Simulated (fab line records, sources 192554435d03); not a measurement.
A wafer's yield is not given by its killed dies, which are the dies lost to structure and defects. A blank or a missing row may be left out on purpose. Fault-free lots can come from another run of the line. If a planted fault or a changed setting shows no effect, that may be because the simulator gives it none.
Chamber matching || flow n5Finfet || N5_BEOL_M2_ETCH_64 on rieDiel-01 has 3 sister chambers
The step etches SOC in N2/H2, target depth 75 nm, overetch 22.5 nm, time 121.9 s. 14 wafers are shown with their chamber, then 6 later ones without.

== WAFERS WITH THEIR CHAMBER ==
{"wafer": "L656.2", "chamber": 2, "drypumpMotorCurrentA (A)": 5.9, "showerheadPlenumPTorr (Torr)": 2.70, "throttleValvePct (%)": 17.5}
{"wafer": "L656.4", "chamber": 0, "drypumpMotorCurrentA (A)": 5.9, "showerheadPlenumPTorr (Torr)": 2.71, "throttleValvePct (%)": 17.2}
{"wafer": "L656.5", "chamber": 2, "drypumpMotorCurrentA (A)": 5.9, "showerheadPlenumPTorr (Torr)": 2.70, "throttleValvePct (%)": 17.5}
{"wafer": "L657.3", "chamber": 2, "drypumpMotorCurrentA (A)": 5.9, "showerheadPlenumPTorr (Torr)": 2.70, "throttleValvePct (%)": 17.5}
{"wafer": "L657.4", "chamber": 3, "drypumpMotorCurrentA (A)": 5.2, "showerheadPlenumPTorr (Torr)": 2.58, "throttleValvePct (%)": 17.5}
{"wafer": "L657.5", "chamber": 2, "drypumpMotorCurrentA (A)": 5.9, "showerheadPlenumPTorr (Torr)": 2.70, "throttleValvePct (%)": 17.5}
{"wafer": "L658.1", "chamber": 2, "drypumpMotorCurrentA (A)": 5.9, "showerheadPlenumPTorr (Torr)": 2.70, "throttleValvePct (%)": 17.5}
{"wafer": "L658.5", "chamber": 2, "drypumpMotorCurrentA (A)": 5.9, "showerheadPlenumPTorr (Torr)": 2.70, "throttleValvePct (%)": 17.5}
{"wafer": "L658.6", "chamber": 0, "drypumpMotorCurrentA (A)": 5.9, "showerheadPlenumPTorr (Torr)": 2.70, "throttleValvePct (%)": 17.2}
{"wafer": "L669.1", "chamber": 3, "drypumpMotorCurrentA (A)": 5.3, "showerheadPlenumPTorr (Torr)": 2.57, "throttleValvePct (%)": 17.5}
{"wafer": "L669.3", "chamber": 0, "drypumpMotorCurrentA (A)": 5.9, "showerheadPlenumPTorr (Torr)": 2.69, "throttleValvePct (%)": 17.3}
{"wafer": "L669.6", "chamber": 3, "drypumpMotorCurrentA (A)": 5.3, "showerheadPlenumPTorr (Torr)": 2.57, "throttleValvePct (%)": 17.5}
{"wafer": "L671.4", "chamber": 3, "drypumpMotorCurrentA (A)": 5.2, "showerheadPlenumPTorr (Torr)": 2.57, "throttleValvePct (%)": 17.5}
{"wafer": "L671.5", "chamber": 3, "drypumpMotorCurrentA (A)": 5.3, "showerheadPlenumPTorr (Torr)": 2.57, "throttleValvePct (%)": 17.5}

SIGNATURES, as means of the wafers listed above
{"reading": "drypumpMotorCurrentA", "chamber 0": 5.900, "chamber 2": 5.900, "chamber 3": 5.260, "scatter within a chamber": 0.033}
{"reading": "showerheadPlenumPTorr", "chamber 0": 2.7000, "chamber 2": 2.7000, "chamber 3": 2.5720, "scatter within a chamber": 0.00505}
{"reading": "throttleValvePct", "chamber 0": 17.233, "chamber 2": 17.500, "chamber 3": 17.500, "scatter within a chamber": 0.0246}
Rule: a wafer lies at a distance from a chamber equal to the root of the sum of squares, over the readings, of (its reading less the chamber's mean, divided by the reading's scatter). If the next closest chamber is less than 2 further off than the closest, the wafer can't be placed; otherwise it belongs to the closest. The scatter: the root of (the sum of the squares of (reading less its chamber's mean) over the shown wafers, divided by (wafers less chambers)).

== WAFERS MISSING THEIR CHAMBER ==
{"wafer": "L671.6", "drypumpMotorCurrentA (A)": 5.9, "showerheadPlenumPTorr (Torr)": 2.69, "throttleValvePct (%)": 17.3}
{"wafer": "L672.2", "drypumpMotorCurrentA (A)": 5.9, "showerheadPlenumPTorr (Torr)": 2.69, "throttleValvePct (%)": 17.3}
{"wafer": "L672.4", "drypumpMotorCurrentA (A)": 5.9, "showerheadPlenumPTorr (Torr)": 2.68, "throttleValvePct (%)": 17.6}
{"wafer": "L672.6", "drypumpMotorCurrentA (A)": 5.9, "showerheadPlenumPTorr (Torr)": 2.69, "throttleValvePct (%)": 17.3}
{"wafer": "L678.1", "drypumpMotorCurrentA (A)": 5.2, "showerheadPlenumPTorr (Torr)": 2.57, "throttleValvePct (%)": 17.5}
{"wafer": "L678.2", "drypumpMotorCurrentA (A)": 5.9, "showerheadPlenumPTorr (Torr)": 2.69, "throttleValvePct (%)": 17.3}

== CHAMBER TAKEN BY EACH ==
{"wafer": "L671.6", "from the rows above": 0, "in truth": 0}
{"wafer": "L672.2", "from the rows above": 0, "in truth": 0}
{"wafer": "L672.4", "from the rows above": 2, "in truth": 2}
{"wafer": "L672.6", "from the rows above": 0, "in truth": 0}
{"wafer": "L678.1", "from the rows above": 3, "in truth": 3}
{"wafer": "L678.2", "from the rows above": 0, "in truth": 0}
Placed correctly: 6 of 6. Number that these rows cannot place: 0. 0 placed wrongly.
